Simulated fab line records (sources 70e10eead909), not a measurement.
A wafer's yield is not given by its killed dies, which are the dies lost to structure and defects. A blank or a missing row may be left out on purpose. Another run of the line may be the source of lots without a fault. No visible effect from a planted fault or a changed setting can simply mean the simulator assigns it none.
Chamber matching | flow nand-harc | pecvd-02 running NHARC_A_STAIRCASE_DEP_151: 3 sister chambers
The step deposits SiO2, target thk 7200 nm. 6 wafers are shown with their chamber, then 10 later ones without.

EACH WAFER AND ITS CHAMBER
wafer  | chamber | heater-power-w (W) | heater-power-outer-w (W)
L082.6 | 0       | 644                | 350
L086.4 | 2       | 694                | 367
L088.4 | 0       | 652                | 339
L088.5 | 1       | 618                | 318
L089.2 | 2       | 831                | 480
L089.3 | 1       | 699                | 407

WAFERS MISSING THEIR CHAMBER
wafer  | heater-power-w (W) | heater-power-outer-w (W)
L089.4 | 648                | 341
L090.2 | 787                | 452
L090.3 | 747                | 405
L090.4 | 699                | 368
L094.1 | 770                | 436
L094.2 | 722                | 407
L094.4 | 652                | 335
L097.1 | 784                | 442
L097.4 | 645                | 365
L097.5 | 652                | 337

THE CHAMBER EACH PASSED THROUGH
wafer  | from the rows above          | in truth
L089.4 | can't be placed: 0 or 1      | 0
L090.2 | can't be placed: 2 or 1      | 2
L090.3 | can't be placed: 2 or 1 or 0 | 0
L090.4 | can't be placed: 1 or 0 or 2 | 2
L094.1 | can't be placed: 2 or 1      | 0
L094.2 | can't be placed: 2 or 1 or 0 | 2
L094.4 | can't be placed: 0 or 1      | 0
L097.1 | can't be placed: 2 or 1      | 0
L097.4 | can't be placed: 1 or 0 or 2 | 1
L097.5 | can't be placed: 0 or 1      | 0
Correct placement for 0 of the 10. Unplaceable from these rows: 10, with the true chamber sitting among the candidates in 8. 0 placed wrongly.
How it was worked out, from the rows above alone: a wafer's distance from a chamber is the root of the sum, over the readings, of the square of ((its reading less the chamber's mean) divided by the reading's scatter). If the next closest chamber is less than 2 further off than the closest, the wafer can't be placed; otherwise it belongs to the closest. Each chamber's mean is taken over the wafers shown for it. How the scatter is found: for the shown wafers, subtract from each reading the mean of its chamber, square and add these, divide the total by (wafers less chambers), then take the root.
